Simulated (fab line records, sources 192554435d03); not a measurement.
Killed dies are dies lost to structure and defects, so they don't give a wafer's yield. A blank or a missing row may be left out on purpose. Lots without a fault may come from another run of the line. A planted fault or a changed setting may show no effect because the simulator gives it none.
Which tool did it? | flow n5_finfet | 22 lots, 66 wafers sampled, at 3 steps of a route of 1938

WHAT THE GAUGES READ, wafer by wafer
N5_HKMG_FIN_INSPECT_14: inspects for defects (macro).
lot  | measured    | on                | raw_defect_count
L074 | day 4 00:45 | defect_inspect-02 | 3 0 4
L075 | day 4 06:37 | defect_inspect-01 | 2 3 3
L076 | day 4 13:47 | defect_inspect-01 | 2 1 0
L077 | day 4 18:12 | defect_inspect-01 | 1 2 4
L078 | day 5 03:45 | defect_inspect-02 | 0 2 1
L079 | day 5 06:49 | defect_inspect-01 | 1 3 0
L080 | day 5 15:31 | defect_inspect-01 | 4 1 2
L081 | day 5 22:23 | defect_inspect-01 | 2 3 1
L082 | day 6 00:25 | defect_inspect-02 | 3 5 0
L083 | day 6 09:04 | defect_inspect-01 | 2 1 2
L084 | day 6 16:02 | defect_inspect-01 | 4 2 4
L085 | day 7 00:45 | defect_inspect-01 | 0 0 0
L087 | day 7 08:25 | defect_inspect-01 | 4 0 1
L088 | day 7 16:58 | defect_inspect-01 | 3 4 2
L090 | day 8 07:11 | defect_inspect-01 | 2 1 3
L092 | day 8 15:09 | defect_inspect-02 | 1 1 5
L091 | day 8 17:28 | defect_inspect-02 | 3 1 2
L093 | day 8 23:26 | defect_inspect-02 | 0 1 2
L094 | day 9 02:27 | defect_inspect-01 | 3 1 0
L095 | day 9 09:14 | defect_inspect-02 | 3 0 0
L096 | day 9 14:38 | defect_inspect-02 | 4 0 3
L097 | day 9 22:16 | defect_inspect-01 | 4 3 1

WHICH TOOL RAN EACH LOT (tool, then ch and the chambers of the sampled wafers, then the start)
lot  | N5_HKMG_FIN_DESCUM_53             | N5_HKMG_FIN_STRIP_60
L074 | rie_diel-01 ch 0,1,2, day 3 21:31 | plasma_asher-01 ch 0,1, day 3 22:23
L075 | rie_diel-03 ch 0,1,2, day 4 03:16 | plasma_asher-01 ch 0,1, day 4 04:08
L076 | rie_diel-01 ch 1,2,3, day 4 10:17 | plasma_asher-02 ch 0,1, day 4 11:10
L077 | rie_diel-04 ch 2,3, day 4 14:58   | plasma_asher-01 ch 0,1, day 4 15:51
L078 | rie_diel-01 ch 0,1,2, day 5 00:09 | plasma_asher-02 ch 0,1, day 5 01:09
L079 | rie_diel-04 ch 1,2,3, day 5 03:31 | plasma_asher-01 ch 0,1, day 5 04:23
L080 | rie_diel-03 ch 0,2,3, day 5 12:11 | plasma_asher-01 ch 0,1, day 5 13:04
L081 | rie_diel-04 ch 0,1,2, day 5 19:02 | plasma_asher-02 ch 0,1, day 5 19:56
L082 | rie_diel-04 ch 1,2, day 5 21:05   | plasma_asher-01 ch 0,1, day 5 21:58
L083 | rie_diel-03 ch 1,2, day 6 05:44   | plasma_asher-02 ch 0,1, day 6 06:36
L084 | rie_diel-03 ch 2,3, day 6 12:47   | plasma_asher-01 ch 0,1, day 6 13:40
L085 | rie_diel-03 ch 2,3, day 6 21:24   | plasma_asher-02 ch 0,1, day 6 22:16
L087 | rie_diel-04 ch 0,3, day 7 05:11   | plasma_asher-01 ch 0,1, day 7 06:11
L088 | rie_diel-03 ch 0,2, day 7 13:34   | plasma_asher-01 ch 0,1, day 7 14:26
L090 | rie_diel-01 ch 0,2,3, day 8 03:43 | plasma_asher-02 ch 0,1, day 8 04:39
L092 | rie_diel-04 ch 0,2,3, day 8 11:49 | plasma_asher-02 ch 0,1, day 8 12:42
L091 | rie_diel-03 ch 1,2, day 8 14:00   | plasma_asher-02 ch 0,1, day 8 14:53
L093 | rie_diel-03 ch 2,3, day 8 20:01   | plasma_asher-02 ch 0,1, day 8 21:01
L094 | rie_diel-04 ch 1,3, day 8 23:12   | plasma_asher-02 ch 0,1, day 9 00:05
L095 | rie_diel-03 ch 0,1,3, day 9 05:53 | plasma_asher-01 ch 0, day 9 06:46
L096 | rie_diel-04 ch 0,1,2, day 9 11:18 | plasma_asher-01 ch 0,1, day 9 12:11
L097 | rie_diel-03 ch 0,1, day 9 18:55   | plasma_asher-02 ch 0,1, day 9 19:48
- N5_HKMG_FIN_DESCUM_53: chemistry O2, time 7.9 s.
- N5_HKMG_FIN_STRIP_60: strips in N2/H2, time 360 s.

WHAT THE TOOLS THEMSELVES READ (means of the sampled wafers that have a number; where no wafer has one, the mark that the record gives instead)
N5_HKMG_FIN_DESCUM_53.
lot  | tool        | drypump_motor_current_A (A) | oes_product_au (a.u.) | rf_vpp_V (V) | showerhead_plenum_p_Torr (Torr) | throttle_valve_pct (%)
L074 | rie_diel-01 | 6.1                         | 0.76                  | 243.3        | 2.07                            | 20.30
L075 | rie_diel-03 | 5.6                         | 0.73                  | 243.8        | 2.11                            | 20.55
L076 | rie_diel-01 | 6.0                         | 0.76                  | 242.5        | 2.07                            | 20.46
L077 | rie_diel-04 | 5.6                         | 0.82                  | 244.3        | 2.19                            | 20.62
L078 | rie_diel-01 | 6.0                         | 0.75                  | 242.8        | 2.07                            | 20.31
L079 | rie_diel-04 | 5.8                         | 0.86                  | 244.1        | 2.21                            | 20.49
L080 | rie_diel-03 | 5.5                         | 0.75                  | 243.0        | 2.09                            | 20.66
L081 | rie_diel-04 | 5.8                         | 0.85                  | 243.7        | 2.14                            | 20.36
L082 | rie_diel-04 | 6.0                         | 0.84                  | 244.4        | 2.19                            | 20.43
L083 | rie_diel-03 | 5.8                         | 0.75                  | 243.4        | 2.15                            | 20.66
L084 | rie_diel-03 | 5.8                         | 0.77                  | 242.6        | 2.07                            | 20.66
L085 | rie_diel-03 | 5.8                         | 0.77                  | 242.4        | 2.07                            | 20.66
L087 | rie_diel-04 | 5.5                         | 0.86                  | 243.2        | 2.10                            | 20.21
L088 | rie_diel-03 | 5.4                         | 0.73                  | 243.7        | 2.14                            | 20.77
L090 | rie_diel-01 | 6.0                         | 0.77                  | 241.2        | 2.04                            | 20.38
L092 | rie_diel-04 | 5.6                         | 0.82                  | 244.0        | 2.14                            | 20.45
L091 | rie_diel-03 | 5.8                         | 0.82                  | 244.7        | 2.14                            | 20.56
L093 | rie_diel-03 | 5.7                         | 0.76                  | 243.9        | 2.13                            | 20.77
L094 | rie_diel-04 | 6.0                         | 0.85                  | 244.9        | 2.21                            | 20.37
L095 | rie_diel-03 | 5.8                         | 0.88                  | 241.9        | 2.03                            | 20.28
L096 | rie_diel-04 | 5.7                         | 0.82                  | 244.3        | 2.13                            | 20.40
L097 | rie_diel-03 | 5.9                         | 0.93                  | 242.1        | 2.05                            | 20.08

N5_HKMG_FIN_STRIP_60.
lot  | tool            | drypump_motor_current_A (A) | heater_power_w (W)
L074 | plasma_asher-01 | 5.3                         | 474
L075 | plasma_asher-01 | 5.3                         | 470
L076 | plasma_asher-02 | 5.5                         | 444
L077 | plasma_asher-01 | 5.6                         | 489
L078 | plasma_asher-02 | 5.5                         | 437
L079 | plasma_asher-01 | 5.7                         | 485
L080 | plasma_asher-01 | 5.6                         | 492
L081 | plasma_asher-02 | 5.3                         | 463
L082 | plasma_asher-01 | 5.6                         | 482
L083 | plasma_asher-02 | 5.2                         | 458
L084 | plasma_asher-01 | 5.6                         | 489
L085 | plasma_asher-02 | 5.2                         | 466
L087 | plasma_asher-01 | 5.6                         | 488
L088 | plasma_asher-01 | 5.3                         | 474
L090 | plasma_asher-02 | 5.5                         | 437
L092 | plasma_asher-02 | 5.3                         | 465
L091 | plasma_asher-02 | 5.5                         | 441
L093 | plasma_asher-02 | 5.5                         | 444
L094 | plasma_asher-02 | 5.2                         | 463
L095 | plasma_asher-01 | 4.9                         | 455
L096 | plasma_asher-01 | 5.7                         | 488
L097 | plasma_asher-02 | 5.5                         | 444

THE ANSWER, worked out from the rows above alone
Rule: what is usual is taken from the lots themselves. Put in order of their means at a reading, lots are off if they are a third of the lots or fewer, leave a main group of 4 or more, and stand apart from it by a gap of 3 or more times the standard deviation of the main group's means; of several such gaps the widest counts. A main group whose means are all the same, to the digits that the tables above print for the reading, isn't used. A lot without any number at a reading at which 4 lots or more have one is off too. The other lots that the step has rows for count as sound. The gauges are gone through in route order, then the tools' own readings, and for those a lot's mean is taken as printed above. The first step at which some lot is off is used, and at that step the reading that is off furthest; a lot without a number counts as furthest.
No lot is off at any reading shown: from this, nothing can be told.

WHAT THE SIMULATOR HAD PUT IN
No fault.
